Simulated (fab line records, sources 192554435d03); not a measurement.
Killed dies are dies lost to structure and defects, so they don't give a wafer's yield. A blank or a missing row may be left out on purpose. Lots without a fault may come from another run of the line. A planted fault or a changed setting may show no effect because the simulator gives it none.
A struck lot beside a sound one | flow n5_finfet | 15 steps out of a route of 1938
Sound: wafers L209.2, L209.3, L209.6. Struck: wafer L214.1. (L214.4 of the same lot was not struck and is left out.) The cause comes at the end.
At each step with rows: each side's tool, then ch and its chambers, then its first start. Under that, the readings that differ: sound wafers | struck wafers | difference of the means | sigmas: that difference in standard deviations of wafers without a fault.
alike: readings whose means differ by less than 2 such deviations, and words and numbers that are the same on both sides. not compared: withheld readings, readings that some wafer has no value for, bounds like >300 that may hide the same value, and numbers for which the record gives no deviation and whose values overlap.
The two part at a step that has a row with sigmas, a row that says differs or no value, or rows on one side only. Numbers that don't overlap but have no deviation are shown without sigmas and don't part them. A reading that every wafer of one side lacks parts them only if that side has two wafers or more.

first, 4 steps without rows for these wafers: N5_BEOL_M3_SOFTBAKE_23 (time 60 s); N5_BEOL_M3_EXPOSE_25 (exposes mask V2, defocus 5 nm); N5_BEOL_M3_PEB_26 (peb time 60 s); N5_BEOL_M3_DEVELOP_27 (develop time 30 s).
N5_BEOL_M3_CD_MEAS_28: target cd 25.7 nm, target cd y 23.3 nm.
  sound on cd_sem-02 ch 0, day 9 14:20; struck on cd_sem-02 ch 0, day 11 03:03
  alike: cd_nm
N5_BEOL_M3_OVL_MEAS_29:
  sound on overlay-01 ch 0, day 9 14:22; struck on overlay-01 ch 0, day 11 03:05
  alike: V2_OVL
N5_BEOL_M3_INSPECT_30: inspects for defects (brightfield).
  sound on defect_inspect-02, day 9 14:25; struck on defect_inspect-01, day 11 03:08
  alike: raw_defect_count
N5_BEOL_M3_DESCUM_33: chemistry O2, time 7 s.
  sound on rie_diel-02 ch 0,1,3, day 9 14:28; struck on rie_diel-02 ch 2, day 11 03:10
  reading                     | sound       | struck | difference | sigmas
  drypump_motor_current_A (A) | 5.7 5.4 5.4 | 6.5    | +1.0       | +2
  alike: oes_product_au, rf_vpp_V, showerhead_plenum_p_Torr, throttle_valve_pct
  not compared: rf_hours_counter_h
N5_BEOL_M3_ETCH_77: etches underlayer in N2/H2, target depth 6.5 nm, time 5.2 s.
  sound on rie_diel-02 ch 0,1,3, day 9 14:29; struck on rie_diel-02 ch 2, day 11 03:12
  reading               | sound          | struck | difference | sigmas
  etch_rf_on_time_s (s) | 5.06 4.88 5.24 | 5.36   | +0.30      | +2
  oes_product_au (a.u.) | 0.69 0.77 0.64 | 0.58   | -0.12      | -2
  alike: drypump_motor_current_A, rf_vpp_V, showerhead_plenum_p_Torr, throttle_valve_pct
  not compared: rf_hours_counter_h
N5_BEOL_M3_ETCH_69: etches SiARC in CF4, target depth 15.6 nm, time 26 s.
  sound on rie_diel-02 ch 0,1,3, day 9 14:31; struck on rie_diel-02 ch 2, day 11 03:13
  reading               | sound          | struck | difference | sigmas
  etch_rf_on_time_s (s) | 25.2 24.6 26.2 | 26.8   | +1.5       | +2
  alike: drypump_motor_current_A, oes_product_au, rf_vpp_V, showerhead_plenum_p_Torr, throttle_valve_pct
  not compared: rf_hours_counter_h
N5_BEOL_M3_ALD_98: deposits SiO2, target thk 2.5 nm, pulse time 1 s, co reactant pulse time 1 s.
  sound on ald_sin-02 ch 1,2,3, day 9 14:35; struck on ald_sin-03 ch 0, day 11 03:18
  alike: heater_power_w, precursor_pulse_height_rel, susceptor_temp_C
N5_BEOL_M3_ETCHBACK_99: etches SiO2 in CHF3, target depth 5 nm, time 10.4 s.
  sound on rie_diel-02 ch 1,2,3, day 9 22:34; struck on rie_diel-02 ch 1, day 11 04:19
  alike: drypump_motor_current_A, oes_ar_750_au, oes_product_au, rf_vpp_V, showerhead_plenum_p_Torr, throttle_valve_pct
  not compared: rf_hours_counter_h
N5_BEOL_M3_ETCH_70: etches SOC in N2/H2, target depth 80 nm, overetch 16 nm, time 120 s.
  sound on rie_diel-02 ch 1,2,3, day 9 22:36; struck on rie_diel-02 ch 1, day 11 04:22
  reading          | sound             | struck | difference | sigmas
  run_length_s (s) | 143.4 143.9 142.7 | 150.7  | +7.4       | +15
  alike: drypump_motor_current_A, oes_product_au, rf_vpp_V, showerhead_plenum_p_Torr, throttle_valve_pct
  not compared: rf_hours_counter_h
then, 1 step without rows for these wafers: N5_BEOL_M3_STRIP_71 (strips in N2/H2).
N5_BEOL_M4_RC_MEAS_101:
  sound on prober-01 ch 0, day 10 14:39; struck on prober-01 ch 0, day 11 22:05
  alike: DIBL_N, DIBL_P, IOFF_N, IOFF_P, ION_N, ION_P, SS_N, SS_P, VT_N, VT_P

WHERE THEY PART
First at N5_BEOL_M3_DESCUM_33; last, within this record, at N5_BEOL_M3_ETCH_70. Later steps at which nothing parts them and some readings are alike: N5_BEOL_M4_RC_MEAS_101.

WHY: what the simulator had put in
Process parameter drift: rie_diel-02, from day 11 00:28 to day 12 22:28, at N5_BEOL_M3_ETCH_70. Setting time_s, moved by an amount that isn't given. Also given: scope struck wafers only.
